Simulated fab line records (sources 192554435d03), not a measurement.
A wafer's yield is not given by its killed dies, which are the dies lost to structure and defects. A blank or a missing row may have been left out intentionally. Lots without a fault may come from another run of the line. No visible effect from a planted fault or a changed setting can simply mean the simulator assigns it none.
The same fault as seen by 3 desks :: flow n5Finfet :: numbers are kept per desk, each desk with only its own; the story behind them comes last

THE DEFECT DESK
Counts from the inspections along the route, per lot, as means over the sampled wafers that have a number. Any lot whose mean is over 4 standard deviations away from the usual mean is out of limits and marked OUT; that distance is given in the brackets.
Columns: A = rawDefectCount at N5_HKMG_FIN_INSPECT_61, usual 2.1
lot: L779
first seen here: day 4 07:22
A: 1.0

lot: L784
first seen here: day 5 11:52
A: 3.3

lot: L785
first seen here: day 5 18:13
A: 1.7

lot: L786
first seen here: day 6 01:00
A: 1.3

lot: L789
first seen here: day 6 17:56
A: 2.3

lot: L790
first seen here: day 7 03:50
A: 3.0

lot: L795
first seen here: day 8 06:14
A: 2.3

lot: L797
first seen here: day 8 19:55
A: 3.3

lot: L798
first seen here: day 9 03:23
A: 2.0

lot: L800
first seen here: day 9 11:40
A: 2.0
This desk's verdict: no lot among the 10 shows anything out of limits.

AT THE METROLOGY DESK
What the gauges read for every lot (on any tool): the sampled wafers with a number, averaged. Any lot whose mean is over 4 standard deviations away from the usual mean is out of limits and marked OUT; that distance is given in the brackets. Readings shown: 7 of its 10, picked as those furthest out on some lot.
Columns: A = DIBL_P at N5_BEOL_M4_RC_MEAS_101, usual 38 mV/V; B = IOFF_N at N5_BEOL_M4_RC_MEAS_101, usual 0.19 nA/um; C = IOFF_P at N5_BEOL_M4_RC_MEAS_101, usual 0.24 nA/um; D = ION_N at N5_BEOL_M4_RC_MEAS_101, usual 679 uA/um; E = ION_P at N5_BEOL_M4_RC_MEAS_101, usual 465 uA/um; F = VT_N at N5_BEOL_M4_RC_MEAS_101, usual 248 mV; G = VT_P at N5_BEOL_M4_RC_MEAS_101, usual -249 mV
lot: L779
first seen here: day 8 02:04
A: 39
B: 0.18
C: 0.24
D: 676
E: 461
F: 251
G: -250

lot: L784
first seen here: day 9 23:35
A: 39
B: 0.20
C: 0.25
D: 681
E: 465
F: 249
G: -248

lot: L785
first seen here: day 10 05:40
A: 36
B: 0.15
C: 0.19
D: 669
E: 457
F: 252
G: -252

lot: L786
first seen here: day 10 21:11
A: 37
B: 0.14
C: 0.20
D: 660
E: 457
F: 253
G: -251

lot: L789
first seen here: day 11 12:04
A: 41
B: 0.26
C: 0.32
D: 693
E: 472
F: 244
G: -246

lot: L790
first seen here: day 11 13:14
A: 36
B: 0.16
C: 0.19
D: 670
E: 450
F: 248
G: -253

lot: L795
first seen here: day 12 19:31
A: 37
B: 0.18
C: 0.20
D: 673
E: 457
F: 250
G: -253

lot: L797
first seen here: day 13 00:09
A: 36
B: 0.18
C: 0.22
D: 678
E: 463
F: 247
G: -250

lot: L798
first seen here: day 13 22:40
A: 37
B: 0.20
C: 0.24
D: 678
E: 463
F: 249
G: -249

lot: L800
first seen here: day 14 00:16
A: 38
B: 0.16
C: 0.22
D: 675
E: 461
F: 251
G: -250
This desk's verdict: no lot among the 10 shows anything out of limits.

FOR THE TOOL OWNER'S DESK: aldMetal-02
The tool's own readings at N5_HKMG_FIN_ALD_36 (deposits TiN, target thk 1 nm, pulse time 1 s, purge time 3 s): means of the sampled wafers that have a number, for each lot that ran on this tool. Any lot whose mean is over 4 standard deviations away from the usual mean is out of limits and marked OUT; that distance is given in the brackets.
Columns: A = heaterPowerW at N5_HKMG_FIN_ALD_36, usual 902 W; B = precursorPulseHeightRel at N5_HKMG_FIN_ALD_36, usual 1.001; C = susceptorTempC at N5_HKMG_FIN_ALD_36, usual 399.98 C
lot: L779
first seen here: day 4 09:32
A: 867
B: 0.995
C: 400.18

lot: L784
first seen here: day 5 14:02
A: 934
B: 0.996
C: 399.89

lot: L790
first seen here: day 7 06:10
A: 897
B: 1.012
C: 399.89

lot: L795
first seen here: day 8 08:35
A: 854
B: 1.000
C: 395.55 (-18) OUT

lot: L797
first seen here: day 8 22:10
A: 869
B: 0.976
C: 395.46 (-19) OUT

lot: L798
first seen here: day 9 05:38
A: 856
B: 0.979
C: 395.27 (-20) OUT

lot: L800
first seen here: day 9 14:22
A: 872
B: 0.998
C: 399.98
This desk's finding: out of limits on L795, L797, L798; first on L795, day 8 08:35 (susceptorTempC at N5_HKMG_FIN_ALD_36). L779, L784, L790, L800: within limits.

PUT TOGETHER
On L795, L797, L798, at day 8 08:35, an alarm was possible from the tool owner's desk.
Nothing out of limits was seen by the defect desk.
Metrology desk: nothing out of limits seen.
The defect desk has L795, L797, L798 on record, within its limits.
The metrology desk has L795, L797, L798 on record, within its limits.
N5_HKMG_FIN_ALD_36 was run on aldMetal-02 by each of the lots named.

WHAT HAD BEEN PUT IN BY THE SIMULATOR
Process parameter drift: aldMetal-02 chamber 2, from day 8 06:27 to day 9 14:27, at N5_HKMG_FIN_ALD_36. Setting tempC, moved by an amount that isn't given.
Shown lots that were struck: L795, L797, L798.
How many hours passed from the start of the fault until each desk's first out-of-limits reading: the tool owner's desk, 2.
